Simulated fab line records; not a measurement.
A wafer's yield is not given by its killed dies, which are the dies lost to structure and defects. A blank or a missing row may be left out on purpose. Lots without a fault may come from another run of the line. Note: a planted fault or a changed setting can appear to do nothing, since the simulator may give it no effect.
fab line records + flow n5-finfet
record
- lots=8
- wafers=24
- last-day=17
route steps=1938 shown FIN_CUT@172 STI_FIN_REVEAL@183 BEOL_M4@1111 PASSIVATION@1936
lots that met no fault: taken from a fault-free run of the same line
start-h: hours from the record's first day to the start of the lot's first wafer shown + wait-h: hours elapsed since this lot's preceding step + " as in the row above + L1.1+2: several wafers, shown together as one row + - no value, or no start was given + * or withheld: withheld + < > ~ a bound
route shown NAME@n: NAME is a module with steps in the file, n the number in the route of the first one + usual: the fault-free wafers' mean and standard deviation + same: alike in all rows + chamber/n: place in a boat + sites: each site's reading + _std_site: the standard deviation of these + _edge_site: the outer-site mean with the inner-site mean subtracted + radius-mm: for every site, how far away it sits from the centre of the wafer + mask NAME#n: copy n + behind: the tool/chamber that last shaped the wafer + hold: why the lot went on hold/how many hours it stayed there/how the hold came to an end + device: transistor that didn't switch, given as n, p or np + end of line: tests of these same wafers at the route's end + step lacking rows: just its recipe + killed: dies that structure and defects cost at the first sort, which is not the same as the wafer's yield + map: a wafer's dies, marking killed ones x, the rest . and places with no die _
set.NAME: the run value of the setting; set.NAME@STEP: its run value at that earlier step + model.NAME: the simulator's own value behind a step, which no gauge read
a sample of lots followed through the steps of the route, with each step as a table and each wafer as a row
services: from which hour (start-h, from the record's first day; less than 0 if before it) a tool's chamber was out of use, for how many hours, and why
## steps
# step N5_FIN_CUT_STRIP_24
# recipe
- chemistry=CF4
- resist=SiARC
- power-w=300
- bias-power-w=75
- pressure-mtorr=50
- cf4-flow-sccm=150
- rf-frequency-hz=6e+07
# usual
- drypump-motor-current-A=5.4/0.43
- oes-product-au=0.77/0.068
- rf-vpp-V=271.4/1.3
- showerhead-plenum-p-Torr=1.80/0.053
- throttle-valve-pct=13.60/0.21
| lot.wafer | tool        | chamber | start-h | wait-h | drypump-motor-current-A | oes-product-au | rf-hours-counter-h | rf-vpp-V | showerhead-plenum-p-Torr | throttle-valve-pct |
|-----------|-------------|---------|---------|--------|-------------------------|----------------|--------------------|----------|--------------------------|--------------------|
| L889.1    | rie-diel-05 | 0       | 26.95   | 0.0    | 5.3                     | 0.79           | 114                | 270.4    | 1.80                     | 13.30              |
| L889.5    | "           | 0       | "       | "      | 5.3                     | 0.79           | -                  | 271.5    | 1.80                     | 13.31              |
| L889.6    | "           | 1       | "       | "      | 5.6                     | 0.72           | -                  | 268.6    | 1.71                     | 13.93              |
| L896.2    | rie-diel-03 | 2       | 70.57   | 0.0    | 4.8                     | 0.71           | 223                | 271.2    | 1.77                     | 13.49              |
| L896.4    | "           | 3       | "       | "      | 5.1                     | 0.87           | 59                 | 272.5    | 1.82                     | 13.37              |
| L896.6    | "           | 2       | "       | "      | 4.8                     | 0.71           | -                  | 271.5    | 1.77                     | 13.49              |
| L900.1    | rie-diel-05 | 3       | 95.09   | 0.0    | 5.4                     | 0.75           | 145                | 272.1    | 1.87                     | 13.57              |
| L900.2    | "           | 2       | "       | "      | 6.0                     | 0.70           | 211                | 270.0    | 1.78                     | 13.88              |
| L900.4    | "           | 0       | "       | "      | 5.3                     | 0.77           | 132                | 271.4    | 1.80                     | 13.37              |
| L902.3    | rie-diel-06 | 3       | 107.32  | 0.0    | 6.8                     | 0.92           | 12                 | 273.3    | 1.83                     | 13.26              |
| L902.5    | "           | 0       | "       | "      | 5.5                     | 0.77           | -                  | 270.2    | 1.73                     | 13.70              |
| L902.6    | "           | 3       | "       | "      | 6.8                     | 0.92           | -                  | 273.9    | 1.83                     | 13.27              |
| L903.1    | rie-diel-06 | 1       | 111.82  | 0.0    | 5.3                     | 0.88           | 40                 | 273.1    | 1.83                     | 13.54              |
| L903.2    | "           | 3       | "       | "      | 6.8                     | 0.92           | 14                 | 271.7    | 1.83                     | 13.25              |
| L903.3    | "           | 2       | "       | "      | 5.7                     | 0.75           | 117                | 270.6    | 1.74                     | 13.88              |
| L905.1    | rie-diel-03 | 0       | 123.57  | 0.0    | 5.3                     | 0.72           | 173                | 271.7    | 1.86                     | 13.59              |
| L905.2    | "           | 2       | "       | "      | 4.8                     | 0.70           | 238                | 271.6    | 1.77                     | 13.52              |
| L905.5    | "           | 3       | "       | "      | 5.1                     | 0.85           | -                  | 271.4    | 1.82                     | 13.39              |
| L909.1    | rie-diel-03 | 2       | 147.82  | 0.0    | 4.8                     | 0.69           | 246                | 270.2    | 1.77                     | 13.54              |
| L909.2    | "           | 0       | "       | "      | 5.3                     | 0.72           | 180                | 271.8    | 1.86                     | 13.62              |
| L909.3    | "           | 1       | "       | "      | 5.2                     | 0.71           | 191                | 272.9    | 1.86                     | 13.66              |
| L910.2    | rie-diel-03 | 3       | 154.29  | 0.0    | 5.1                     | 0.84           | 83                 | 271.0    | 1.81                     | 13.43              |
| L910.3    | "           | 1       | "       | "      | 5.2                     | 0.72           | 193                | 272.4    | 1.86                     | 13.67              |
| L910.6    | "           | 2       | "       | "      | 4.8                     | 0.69           | -                  | 270.5    | 1.76                     | 13.56              |
# step N5_FIN_CUT_CUT_ETCH_28
# recipe
- chemistry=HBr/Cl2/O2
- target=Si
- target-depth-a=60
- mask-material=SOC
- time-s=2.4
- ion-energy-ev=*
- bias-w=*
- pressure-mtorr=10
- icp-w=800
- HBr_flow_sccm=150
- Cl2_flow_sccm=80
- O2_flow_sccm=12
# usual
- drypump-motor-current-A=5.4/0.47
- mfc-cl2-sccm=79.96/0.24
- oes_o_777_au=1.01/0.034
- oes-product-au=1.001/0.016
- throttle-valve-pct=37.07/0.19
| lot.wafer | tool      | chamber | start-h | wait-h | drypump-motor-current-A | mfc-cl2-sccm | oes_o_777_au | oes-product-au | rf-hours-counter-h | throttle-valve-pct |
|-----------|-----------|---------|---------|--------|-------------------------|--------------|--------------|----------------|--------------------|--------------------|
| L889.1    | rie-si-02 | 3       | 27.25   | 0.1    | 4.9                     | 79.79        | 0.94         | 0.976          | 39                 | 36.80              |
| L889.5    | "         | 3       | "       | "      | 4.9                     | 79.64        | 0.93         | 0.974          | -                  | 36.81              |
| L889.6    | "         | 1       | "       | "      | 5.8                     | 80.01        | 1.03         | 1.023          | -                  | 37.12              |
| L896.2    | rie-si-05 | 3       | 70.91   | 0.0    | 5.4                     | 80.21        | 0.99         | 1.010          | 30                 | 36.83              |
| L896.4    | "         | 1       | "       | "      | 5.1                     | 79.86        | 1.01         | 0.994          | -                  | 37.09              |
| L896.6    | "         | 0       | "       | "      | 5.0                     | 79.69        | 1.03         | 1.005          | -                  | 37.31              |
| L900.1    | rie-si-02 | 1       | 95.50   | 0.0    | 5.9                     | 79.86        | 1.00         | 0.996          | 0                  | 37.11              |
| L900.2    | "         | 0       | "       | "      | 4.9                     | 80.10        | 0.99         | 0.996          | 1                  | 36.97              |
| L900.4    | "         | 2       | "       | "      | 6.4                     | 79.43        | 0.98         | 1.008          | 1                  | 36.85              |
| L902.3    | rie-si-02 | 1       | 107.83  | 0.0    | 5.9                     | 80.29        | 1.00         | 0.996          | 1                  | 37.11              |
| L902.5    | "         | 3       | "       | "      | 4.9                     | 79.73        | 0.93         | 0.970          | -                  | 36.81              |
| L902.6    | "         | 0       | "       | "      | 4.8                     | 80.38        | 0.99         | 0.989          | -                  | 36.98              |
| L903.1    | rie-si-05 | 2       | 112.08  | 0.0    | 6.0                     | 79.94        | 1.04         | 1.014          | 122                | 37.37              |
| L903.2    | "         | 0       | "       | "      | 5.1                     | 80.26        | 1.03         | 1.005          | 162                | 37.30              |
| L903.3    | "         | 3       | "       | "      | 5.4                     | 79.92        | 0.99         | 1.000          | 31                 | 36.84              |
| L905.1    | rie-si-06 | 3       | 123.84  | 0.0    | 5.7                     | 79.89        | 1.02         | 0.989          | 77                 | 37.02              |
| L905.2    | "         | 2       | "       | "      | 5.8                     | 80.05        | 1.04         | 1.006          | 186                | 37.02              |
| L905.5    | "         | 3       | "       | "      | 5.7                     | 79.96        | 1.03         | 0.994          | -                  | 37.04              |
| L909.1    | rie-si-06 | 0       | 148.09  | 0.0    | 5.1                     | 80.01        | 1.04         | 1.009          | 30                 | 37.05              |
| L909.2    | "         | 2       | "       | "      | 5.8                     | 80.18        | 1.02         | 1.009          | 186                | 37.02              |
| L909.3    | "         | 1       | "       | "      | 5.2                     | 79.68        | 0.99         | 0.975          | 76                 | 37.27              |
| L910.2    | rie-si-05 | 0       | 154.55  | 0.0    | 5.1                     | 80.17        | 1.03         | 1.006          | 163                | 37.30              |
| L910.3    | "         | 2       | "       | "      | 6.0                     | 80.26        | 1.06         | 1.025          | 123                | 37.37              |
| L910.6    | "         | 3       | "       | "      | 5.4                     | 80.46        | 0.99         | 1.004          | -                  | 36.86              |
# step N5_STI_FIN_REVEAL_ALD_00
# recipe
- material=SiO2
- target-thk-a=10
- temp-c=300
- ald-precursor-family=BDEAS
- ald-co-reactant=O2-plasma
- pulse-time-s=1
- pressure-torr=2
# usual
- heater-power-w=466/39
- precursor-pulse-height-rel=1.001/0.02
| lot.wafer | tool       | chamber | start-h | wait-h | heater-power-w | precursor-pulse-height-rel |
|-----------|------------|---------|---------|--------|----------------|----------------------------|
| L889.1    | ald-sin-02 | 0       | 27.54   | 0.0    | 506            | 0.983                      |
| L889.5    | "          | 0       | "       | "      | 517            | 1.033                      |
| L889.6    | "          | 1       | "       | "      | 364            | 1.011                      |
| L896.2    | ald-sin-03 | 3       | 71.17   | 0.0    | 460            | 0.991                      |
| L896.4    | "          | 0       | "       | "      | 481            | 1.012                      |
| L896.6    | "          | 1       | "       | "      | 428            | 0.986                      |
| L900.1    | ald-sin-03 | 0       | 95.76   | 0.0    | 485            | 0.978                      |
| L900.2    | "          | 3       | "       | "      | 468            | 0.995                      |
| L900.4    | "          | 1       | "       | "      | 418            | 1.027                      |
| L902.3    | ald-sin-03 | 0       | 108.26  | 0.0    | 489            | 1.020                      |
| L902.5    | "          | 3       | "       | "      | 474            | 1.022                      |
| L902.6    | "          | 0       | "       | "      | 487            | 0.993                      |
| L903.1    | ald-sin-02 | 1       | 112.68  | 0.4    | 373            | 0.979                      |
| L903.2    | "          | 2       | "       | "      | 479            | 0.999                      |
| L903.3    | "          | 0       | "       | "      | 483            | 0.969                      |
| L905.1    | ald-sin-03 | 1       | 124.14  | 0.0    | 425            | 1.002                      |
| L905.2    | "          | 2       | "       | "      | 449            | 0.967                      |
| L905.5    | "          | 0       | "       | "      | 480            | 1.017                      |
| L909.1    | ald-sin-03 | 3       | 148.35  | 0.0    | 458            | 1.008                      |
| L909.2    | "          | 1       | "       | "      | 418            | 1.001                      |
| L909.3    | "          | 2       | "       | "      | 450            | 0.976                      |
| L910.2    | ald-sin-03 | 3       | 154.89  | 0.0    | 467            | 1.008                      |
| L910.3    | "          | 2       | "       | "      | 437            | 1.000                      |
| L910.6    | "          | 3       | "       | "      | 472            | 0.994                      |
# step N5_STI_FIN_REVEAL_CMP_04
# recipe
- stop-on=Si3N4
- t-overpolish-s=4
- down-force-psi=2
- platen-rpm=54.18
- post-cmp-clean=alkaline-brush
- pad-velocity-m-s=1.078
- target-thk-nm=131.83
# usual
- edge-zone-pressure-frac=1.000/0.0046
- head-pressure-psi=1.999/0.0047
- motor-current-A=8.2/0.8
- overpolish-run-s=4.000/0.0089
- time-to-endpoint-s=107/5.9
| lot.wafer | tool   | chamber | start-h | wait-h | edge-zone-pressure-frac | head-pressure-psi | motor-current-A | overpolish-run-s | time-to-endpoint-s |
|-----------|--------|---------|---------|--------|-------------------------|-------------------|-----------------|------------------|--------------------|
| L889.1    | cmp-03 | 0       | 32.70   | 0.1    | 1.005                   | 2.000             | 9.2             | 3.984            | 102                |
| L889.5    | "      | 2       | "       | "      | 1.002                   | 1.997             | 7.6             | 3.993            | 103                |
| L889.6    | "      | 3       | "       | "      | 1.007                   | 1.993             | 8.2             | 4.001            | 102                |
| L896.2    | cmp-02 | 3       | 76.94   | 0.1    | 0.997                   | 2.004             | 9.0             | 3.991            | 100                |
| L896.4    | "      | 0       | "       | "      | 1.003                   | 2.000             | 6.9             | 4.000            | 96                 |
| L896.6    | "      | 2       | "       | "      | 0.993                   | 1.992             | 6.9             | 4.003            | 96                 |
| L900.4    | cmp-04 | 1       | 100.85  | 0.0    | 1.003                   | 1.998             | 8.6             | 4.005            | 109                |
| L900.1    | "      | 2       | "       | "      | 0.998                   | 2.001             | 8.3             | 4.003            | 108                |
| L900.2    | "      | 0       | "       | "      | 0.994                   | 2.003             | 8.1             | 3.998            | 110                |
| L902.3    | cmp-04 | 0       | 113.35  | 0.0    | -                       | -                 | -               | -                | -                  |
| L902.6    | "      | 0       | "       | "      | -                       | -                 | -               | -                | -                  |
| L902.5    | "      | 1       | "       | "      | -                       | -                 | -               | -                | -                  |
| L903.1    | cmp-03 | 2       | 118.41  | 0.1    | -                       | -                 | -               | -                | -                  |
| L903.3    | "      | 3       | "       | "      | -                       | -                 | -               | -                | -                  |
| L903.2    | "      | 0       | "       | "      | -                       | -                 | -               | -                | -                  |
| L905.2    | cmp-02 | 3       | 129.24  | 0.0    | 1.005                   | 2.003             | 8.3             | 4.010            | 102                |
| L905.1    | "      | 0       | "       | "      | 0.992                   | 2.004             | 7.4             | 4.008            | 101                |
| L905.5    | "      | 0       | "       | "      | 0.995                   | 1.996             | 7.1             | 4.002            | 104                |
| L909.2    | cmp-03 | 0       | 153.44  | 0.0    | 0.999                   | 2.001             | 8.9             | 3.993            | 99                 |
| L909.1    | "      | 1       | "       | "      | 1.000                   | 1.997             | 8.7             | 3.994            | 100                |
| L909.3    | "      | 3       | "       | "      | 1.000                   | 1.989             | 8.5             | 4.012            | 101                |
| L910.3    | cmp-03 | 1       | 159.99  | 0.0    | 1.011                   | 2.001             | 8.3             | 3.989            | 98                 |
| L910.2    | "      | 2       | "       | "      | 0.993                   | 2.009             | 7.7             | 3.999            | 103                |
| L910.6    | "      | 1       | "       | "      | 1.003                   | 2.000             | 8.5             | 4.007            | 103                |
# step N5_STI_FIN_REVEAL_THK_MEAS_05
# usual
- thk-nm=131.9/0.87
| lot.wafer | tool          | chamber | start-h | wait-h | thk-nm |
|-----------|---------------|---------|---------|--------|--------|
| L889.1    | film-metro-02 | -       | 32.92   | -      | 131.6  |
| L889.5    | "             | -       | "       | "      | 130.3  |
| L889.6    | "             | -       | "       | "      | 131.6  |
| L896.2    | film-metro-02 | -       | 77.16   | -      | 133.2  |
| L896.4    | "             | -       | "       | "      | 132.3  |
| L896.6    | "             | -       | "       | "      | 132.9  |
| L900.1    | film-metro-02 | -       | 101.15  | -      | 131.7  |
| L900.2    | "             | -       | "       | "      | 130.5  |
| L900.4    | "             | -       | "       | "      | 130.8  |
| L902.3    | film-metro-01 | -       | 113.64  | 0.3    | 310.8  |
| L902.5    | "             | -       | "       | "      | 314.3  |
| L902.6    | "             | -       | "       | "      | 314.9  |
| L903.1    | film-metro-02 | -       | 118.66  | 0.2    | 311.3  |
| L903.2    | "             | -       | "       | "      | 312.7  |
| L903.3    | "             | -       | "       | "      | 313.9  |
| L905.1    | film-metro-02 | -       | 129.53  | -      | 131.1  |
| L905.2    | "             | -       | "       | "      | 131.0  |
| L905.5    | "             | -       | "       | "      | 131.0  |
| L909.1    | film-metro-01 | -       | 153.73  | -      | 131.3  |
| L909.2    | "             | -       | "       | "      | 129.7  |
| L909.3    | "             | -       | "       | "      | 132.2  |
| L910.2    | film-metro-01 | -       | 160.29  | -      | 131.1  |
| L910.3    | "             | -       | "       | "      | 131.6  |
| L910.6    | "             | -       | "       | "      | 132.5  |
# step N5_STI_FIN_REVEAL_INSPECT_13
# recipe
- inspect-instrument=darkfield
- mode=post-clean
# usual
- raw-defect-count=12/5.7
| lot.wafer | tool              | chamber | start-h | wait-h | raw-defect-count |
|-----------|-------------------|---------|---------|--------|------------------|
| L889.1    | defect-inspect-01 | -       | 36.43   | 0.0    | 20               |
| L889.5    | "                 | -       | "       | "      | 14               |
| L889.6    | "                 | -       | "       | "      | 5                |
| L896.2    | defect-inspect-01 | -       | 80.50   | 0.0    | 13               |
| L896.4    | "                 | -       | "       | "      | 12               |
| L896.6    | "                 | -       | "       | "      | 15               |
| L900.1    | defect-inspect-02 | -       | 104.44  | 0.0    | 13               |
| L900.2    | "                 | -       | "       | "      | 15               |
| L900.4    | "                 | -       | "       | "      | 9                |
| L902.3    | defect-inspect-01 | -       | 116.95  | 0.0    | 122              |
| L902.5    | "                 | -       | "       | "      | 128              |
| L902.6    | "                 | -       | "       | "      | 83               |
| L903.1    | defect-inspect-02 | -       | 121.98  | 0.0    | 136              |
| L903.2    | "                 | -       | "       | "      | 221              |
| L903.3    | "                 | -       | "       | "      | 207              |
| L905.1    | defect-inspect-02 | -       | 132.91  | 0.0    | 5                |
| L905.2    | "                 | -       | "       | "      | 19               |
| L905.5    | "                 | -       | "       | "      | 6                |
| L909.1    | defect-inspect-01 | -       | 157.01  | 0.0    | 8                |
| L909.2    | "                 | -       | "       | "      | 12               |
| L909.3    | "                 | -       | "       | "      | 12               |
| L910.2    | defect-inspect-02 | -       | 163.75  | 0.0    | 12               |
| L910.3    | "                 | -       | "       | "      | 6                |
| L910.6    | "                 | -       | "       | "      | 5                |
# step N5_BEOL_M4_RC_MEAS_101
# usual
- DIBL_N=36.4/1.5
- DIBL_P=36.4/1.6
- IOFF_N=0.164/0.025
- IOFF_P=0.214/0.028
- ION_N=675/9.9
- ION_P=463/6.5
- SS_N=71.5/0.5
- SS_P=73.3/0.56
- VT_N=249.2/2.7
- VT_P=-250.1/2.8
| lot.wafer | tool      | chamber | start-h | wait-h | DIBL_N[mV/V] | DIBL_P[mV/V] | IOFF_N[nA/um] | IOFF_P[nA/um] | ION_N[uA/um] | ION_P[uA/um] | SS_N[mV/dec] | SS_P[mV/dec] | VT_N[mV] | VT_P[mV] |
|-----------|-----------|---------|---------|--------|--------------|--------------|---------------|---------------|--------------|--------------|--------------|--------------|----------|----------|
| L889.1    | prober-02 | 0       | 164.19  | 0.0    | 36.5         | 35.4         | 0.134         | 0.171         | 664          | 453          | 71.2         | 73.7         | 250.4    | -256.0   |
| L889.5    | "         | 0       | "       | "      | 37.0         | 36.7         | 0.155         | 0.186         | 688          | 458          | 70.7         | 73.7         | 248.1    | -253.7   |
| L889.6    | "         | 0       | "       | "      | 37.2         | 36.3         | 0.149         | 0.185         | 660          | 451          | 70.8         | 73.2         | 251.0    | -256.5   |
| L896.2    | prober-01 | 0       | 214.72  | 1.1    | 38.0         | 38.1         | 0.188         | 0.232         | 679          | 458          | 71.8         | 73.6         | 246.1    | -248.4   |
| L896.4    | "         | 0       | "       | "      | 39.0         | 39.0         | 0.219         | 0.242         | 694          | 469          | 72.1         | 73.2         | 242.9    | -249.2   |
| L896.6    | "         | 0       | "       | "      | 38.1         | 37.9         | 0.191         | 0.228         | 688          | 466          | 71.2         | 74.3         | 244.9    | -249.0   |
| L900.1    | prober-01 | 0       | 234.55  | 0.0    | 35.4         | 35.3         | 0.159         | 0.232         | 683          | 478          | 72.0         | 73.2         | 249.1    | -247.9   |
| L900.2    | "         | 0       | "       | "      | 36.5         | 37.1         | 0.188         | 0.260         | 695          | 477          | 72.6         | 73.9         | 244.5    | -246.2   |
| L900.4    | "         | 0       | "       | "      | 34.9         | 34.9         | 0.156         | 0.230         | 667          | 460          | 72.1         | 73.2         | 248.4    | -246.7   |
| L905.1    | prober-02 | 0       | 269.79  | 0.4    | 36.1         | 35.7         | 0.175         | 0.209         | 686          | 466          | 71.6         | 72.9         | 244.6    | -251.3   |
| L905.2    | "         | 0       | "       | "      | 34.7         | 34.1         | 0.146         | 0.191         | 675          | 464          | 71.5         | 72.1         | 250.2    | -250.9   |
| L905.5    | "         | 0       | "       | "      | 36.1         | 36.0         | 0.174         | 0.210         | 682          | 459          | 71.4         | 73.4         | 249.9    | -251.5   |
| L909.1    | prober-01 | 0       | 288.38  | 0.0    | 37.0         | 37.4         | 0.161         | 0.218         | 674          | 463          | 71.5         | 73.1         | 247.9    | -252.6   |
| L909.2    | "         | 0       | "       | "      | 36.1         | 36.9         | 0.150         | 0.207         | 677          | 464          | 72.0         | 72.8         | 247.4    | -249.7   |
| L909.3    | "         | 0       | "       | "      | 36.7         | 37.4         | 0.152         | 0.208         | 669          | 464          | 71.9         | 73.1         | 248.8    | -250.3   |
| L910.2    | prober-02 | 0       | 291.64  | 0.2    | 35.1         | 34.9         | 0.159         | 0.175         | 681          | 458          | 71.7         | 73.1         | 250.2    | -254.8   |
| L910.3    | "         | 0       | "       | "      | 34.7         | 34.4         | 0.146         | 0.169         | 674          | 457          | 71.1         | 73.1         | 249.3    | -252.5   |
| L910.6    | "         | 0       | "       | "      | 35.5         | 35.5         | 0.157         | 0.187         | 667          | 455          | 71.8         | 72.9         | 249.2    | -254.0   |
# step N5_PASSIVATION_PROBE_49
# usual
- defect-limited-yield=91.1/1.4
- killed_at_M0_to_M3=35/8.7
- killed_at_M4_up=14/5.3
- killed-at-contacts=12/6.2
- killed-at-front-end=41/12
- killed-at-other=3.4/2.6
- killed-dies=105/16
- killed-on-rim=14/3.8
- killed-open=67/13
- killed-short=36/7.3
- sort_bin_5_function=5.2/0.96
- sort_bin_6_memory=3.3/0.6
- sort-n-pass=1075/16
- sort-yield-pct=91.1/1.4
# same
- gross-dies=1180
- killed-at-back-side=0
- sort_bin_4_leakage[%]=0
- sort_bin_8_speed[%]=0
| lot.wafer | tool      | chamber | start-h | wait-h | defect-limited-yield[%] | killed_at_M0_to_M3 | killed_at_M4_up | killed-at-contacts | killed-at-front-end | killed-at-other | killed-dies | killed-on-rim | killed-open | killed-short | sort_bin_5_function[%] | sort_bin_6_memory[%] | sort-n-pass | sort-yield-pct[%] |
|-----------|-----------|---------|---------|--------|-------------------------|--------------------|-----------------|--------------------|---------------------|-----------------|-------------|---------------|-------------|--------------|------------------------|----------------------|-------------|-------------------|
| L902.3    | prober-02 | -       | 345.40  | 0.1    | 0                       | 39                 | 21              | 17                 | 1098                | 5               | 1180        | 152           | 84          | 38           | 95.6                   | 4.1                  | 0           | 0                 |
| L902.5    | prober-02 | -       | 345.50  | 0.2    | 0                       | 19                 | 19              | 6                  | 1135                | 1               | 1180        | 152           | 47          | 19           | 98.0                   | 1.9                  | 0           | 0                 |
| L902.6    | prober-02 | -       | 345.55  | 0.3    | 0                       | 17                 | 10              | 13                 | 1135                | 5               | 1180        | 152           | 54          | 32           | 96.6                   | 3.0                  | 0           | 0                 |
| L903.1    | prober-02 | -       | 346.53  | 0.3    | 0                       | 31                 | 11              | 17                 | 1112                | 9               | 1180        | 152           | 76          | 30           | 96.5                   | 3.0                  | 0           | 0                 |
| L903.2    | prober-02 | -       | 346.58  | 0.3    | 0                       | 39                 | 20              | 10                 | 1097                | 14              | 1180        | 152           | 62          | 38           | 96.7                   | 2.9                  | 0           | 0                 |
| L903.3    | prober-02 | -       | 346.63  | 0.4    | 0                       | 26                 | 20              | 10                 | 1119                | 5               | 1180        | 152           | 58          | 30           | 96.9                   | 2.9                  | 0           | 0                 |
# killed by level:class
L902.3 STI_FIN_REVEAL:area-cmp=1056 MOL_CONTACT_COAG:geometric-particle:open=13 BEOL_M4:geometric-particle:open=12 FIN_SAQP:geometric-particle:open=11 BEOL_M1:geometric-particle:open=8 BEOL_M2:geometric-particle:open=8 BEOL_M3:geometric-particle:open=7 FIN_SAQP:geometric-particle:short=6
L902.5 STI_FIN_REVEAL:area-cmp=1113 BEOL_M4:geometric-particle:open=9 GATE_CUT:geometric-particle:short=5 MOL_CONTACT_COAG:geometric-particle:open=5 BEOL_M2:geometric-particle:open=5 BEOL_M3:geometric-particle:open=5 BEOL_M6:geometric-particle:open=4 DUMMY_GATE:geometric-particle:open=3
L902.6 STI_FIN_REVEAL:area-cmp=1093 MOL_CONTACT_COAG:geometric-particle:open=11 STI_FIN_REVEAL:geometric-particle:open=7 GATE_CUT:geometric-particle:short=6 STARTING-WAFER:geometric-particle:open=6 DUMMY_GATE:geometric-particle:open=5 BEOL_M0_SAQP:geometric-particle:open=5 PAD_METAL:geometric-particle:short=4
L903.1 STI_FIN_REVEAL:area-cmp=1073 MOL_CONTACT_COAG:geometric-particle:open=15 BEOL_M0_SAQP:geometric-particle:short=10 STI_FIN_REVEAL:geometric-particle:open=9 BEOL_M0_SAQP:geometric-particle:open=9 FIN_SAQP:geometric-particle:open=8 GATE_CUT:geometric-particle:short=7 BEOL_M2:geometric-particle:open=5
L903.2 STI_FIN_REVEAL:area-cmp=1079 BEOL_M0_SAQP:geometric-particle:short=10 MOL_CONTACT_COAG:geometric-particle:open=9 BEOL_M4:geometric-particle:open=9 BEOL_M0_SAQP:geometric-particle:open=8 GATE_CUT:geometric-particle:short=7 BEOL_M2:geometric-particle:open=7 BEOL_M1:geometric-particle:short=4
L903.3 STI_FIN_REVEAL:area-cmp=1091 BEOL_M0_SAQP:geometric-particle:short=11 STI_FIN_REVEAL:geometric-particle:open=9 MOL_CONTACT_COAG:geometric-particle:open=8 BEOL_M0_SAQP:geometric-particle:open=8 BEOL_M4:geometric-particle:open=8 FIN_SAQP:geometric-particle:open=4 FIN_SAQP:geometric-particle:short=3
## services
| tool        | chamber | start-h | hours | kind   |
|-------------|---------|---------|-------|--------|
| cmp-03      | -       | 8.90    | 4.3   | pm     |
| cmp-03      | -       | 13.68   | 0.9   | repair |
| cmp-04      | -       | 15.50   | 6.0   | pm     |
| cmp-02      | -       | 17.01   | 0.9   | repair |
| rie-si-02   | 0       | 20.84   | 6.4   | repair |
| rie-diel-05 | 2       | 24.66   | 3.3   | repair |
| rie-diel-05 | 0       | 43.68   | 8.0   | repair |
| rie-diel-05 | 2       | 47.42   | 1.8   | repair |
| cmp-02      | -       | 52.52   | 4.0   | pm     |
| rie-si-02   | -       | 54.60   | 2.8   | pm     |
| rie-diel-05 | 2       | 65.70   | 3.1   | repair |
| rie-si-05   | 2       | 69.49   | 6.8   | repair |
| ald-sin-02  | 2       | 71.28   | 30.4  | repair |
| cmp-04      | -       | 77.94   | 1.9   | repair |
| rie-si-06   | -       | 80.04   | 28.1  | pm     |
| ald-sin-02  | -       | 86.52   | 14.0  | pm     |
| rie-diel-03 | -       | 95.11   | 2.8   | pm     |
| rie-si-05   | 3       | 102.40  | 6.3   | repair |
| cmp-02      | -       | 105.47  | 11.0  | pm     |
| rie-si-06   | -       | 131.77  | 0.3   | repair |
| cmp-03      | -       | 139.74  | 4.0   | pm     |
| cmp-04      | -       | 147.90  | 5.3   | pm     |
| cmp-04      | -       | 154.33  | 19.0  | pm     |
| rie-diel-06 | 3       | 158.92  | 1.5   | repair |
## key
first-sign
- step=N5_STI_FIN_REVEAL_CMP_04
- reading=tool-record
- direction=missing
effect
- step=N5_STI_FIN_REVEAL_THK_MEAS_05
- reading=thk-nm
- direction=up
- sigmas=99+
- usual=*
- struck=*
effect
- step=N5_STI_FIN_REVEAL_INSPECT_13
- reading=raw-defect-count
- direction=up
- sigmas=24
- usual=12
- struck=150
effect
- step=N5_PASSIVATION_PROBE_49
- reading=sort_bin_5_function
- direction=up
- sigmas=95
- usual=5.2
- struck=96.7
more-kills-born-at
- N5_STI_FIN_REVEAL_CMP_04@cmp-04=3256
- N5_STI_FIN_REVEAL_CMP_04@cmp-03=3233
met-at N5_STI_FIN_REVEAL_CMP_04
struck-lots L902,L903
later-rows-left-out L902.3,L902.5,L902.6,L903.1,L903.2,L903.3
not-acting-at N5_FIN_CUT_STRIP_24,N5_FIN_CUT_CUT_ETCH_28,N5_STI_FIN_REVEAL_ALD_00
onset-between 100.85 113.35
fault
- kind=skipped-step-whole
- tool=cmp-03,cmp-04
- chamber=-
- onset-h=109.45
- steps=N5_STI_FIN_REVEAL_CMP_04
- scope=struck-lots-only
# later-rows-left-out: the simulator's readings of these wafers behind a module that went badly wrong aren't trusted and aren't shown, but for the sort
